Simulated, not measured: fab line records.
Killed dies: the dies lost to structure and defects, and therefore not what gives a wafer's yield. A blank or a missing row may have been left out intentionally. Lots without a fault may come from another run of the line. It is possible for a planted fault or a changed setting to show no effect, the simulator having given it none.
One fault seen from 2 desks | flow n5Finfet | numbers are kept per desk, each desk with only its own; the story behind them comes last

AT THE METROLOGY DESK
Means of the sampled wafers that have a number, per lot and without regard to the tool the lot ran on: this is what the gauges read. The brackets show how far a lot's mean lies from the usual mean; more than 4 standard deviations puts the lot out of limits, marked OUT. 7 of its 10 readings are shown, namely those furthest out on some lot.
Columns: A = DIBL_N at N5_BEOL_M4_RC_MEAS_101, usual 36.5 mV/V; B = DIBL_P at N5_BEOL_M4_RC_MEAS_101, usual 36.5 mV/V; C = IOFF_P at N5_BEOL_M4_RC_MEAS_101, usual 0.221 nA/um; D = ION_P at N5_BEOL_M4_RC_MEAS_101, usual 466 uA/um; E = SS_N at N5_BEOL_M4_RC_MEAS_101, usual 71.6 mV/dec; F = SS_P at N5_BEOL_M4_RC_MEAS_101, usual 73.3 mV/dec; G = VT_P at N5_BEOL_M4_RC_MEAS_101, usual -249 mV
lot  | first seen here | A    | B    | C     | D   | E    | F    | G
L496 | day 10 11:47    | 37.3 | 38.4 | 0.249 | 473 | 71.7 | 73.4 | -247
L497 | day 11 02:35    | 36.3 | 36.6 | 0.208 | 465 | 71.4 | 73.7 | -252
L502 | day 11 14:50    | 36.7 | 37.6 | 0.182 | 458 | 71.6 | 73.2 | -254
L501 | day 11 17:19    | 35.2 | 35.5 | 0.194 | 464 | 71.7 | 73.1 | -252
L507 | day 13 02:02    | 37.5 | 37.0 | 0.258 | 463 | 72.3 | 73.2 | -245
L508 | day 13 02:37    | 36.9 | 37.1 | 0.236 | 469 | 71.6 | 72.8 | -246
L509 | day 13 03:07    | 36.4 | 36.1 | 0.218 | 461 | 71.6 | 73.3 | -249
L511 | day 14 08:17    | 35.5 | 37.1 | 0.234 | 478 | 71.3 | 73.5 | -247
L518 | day 16 07:52    | 38.3 | 38.0 | 0.247 | 467 | 72.2 | 74.3 | -248
This desk's finding: nothing out of limits on any of the 9 lots.

FOR THE TOOL OWNER'S DESK: rieDiel-03
The tool's own readings at N5_GATE_CUT_HM_OPEN_40 (chemistry C4F6/O2, target SiO2, target depth 139 nm, time 85.1 s): means of the sampled wafers that have a number, for each lot that ran on this tool. The brackets show how far a lot's mean lies from the usual mean; more than 4 standard deviations puts the lot out of limits, marked OUT.
Columns: A = drypumpMotorCurrentA at N5_GATE_CUT_HM_OPEN_40, usual 5.7 A; B = etchRfOnTimeS at N5_GATE_CUT_HM_OPEN_40, usual 93.4 s; C = oesProductAu at N5_GATE_CUT_HM_OPEN_40, usual 0.69 a.u.; D = rfVppV at N5_GATE_CUT_HM_OPEN_40, usual 664 V; E = showerheadPlenumPTorr at N5_GATE_CUT_HM_OPEN_40, usual 2.84 Torr; F = throttleValvePct at N5_GATE_CUT_HM_OPEN_40, usual 21.05 %
lot  | first seen here | A   | B               | C    | D   | E    | F
L501 | day 5 23:01     | 5.7 | 94.9            | 0.65 | 666 | 2.85 | 21.17
L507 | day 8 01:13     | 5.6 | 94.1            | 0.64 | 669 | 2.88 | 21.12
L508 | day 8 01:35     | 5.7 | 70.1 (-12) OUT  | 0.77 | 663 | 2.79 | 21.29
L509 | day 8 03:48     | 5.8 | 78.2 (-8.0) OUT | 0.76 | 665 | 2.85 | 21.18
L511 | day 8 09:49     | 5.8 | 83.5 (-5.2) OUT | 0.74 | 664 | 2.92 | 21.20
This desk finds L508, L509, L511 out of limits, L508 being first, at day 8 01:35 (etchRfOnTimeS at N5_GATE_CUT_HM_OPEN_40). L501, L507: within limits.

BROUGHT TOGETHER
An alarm could have come from the tool owner's desk at day 8 01:35, on L508, L509, L511.
From the metrology desk's view, nothing was out of limits.
The metrology desk holds a record of L508, L509, L511, inside its limits.
N5_GATE_CUT_HM_OPEN_40 was run on rieDiel-03 by each of the lots named.

WHAT HAD BEEN PUT IN BY THE SIMULATOR
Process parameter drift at N5_GATE_CUT_HM_OPEN_40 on rieDiel-03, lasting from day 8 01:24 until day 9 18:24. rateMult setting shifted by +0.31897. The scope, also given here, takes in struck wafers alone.
Shown lots that were struck: L508, L509, L511.
Each desk's first reading out of limits, in hours after the fault started: the tool owner's desk, 0.
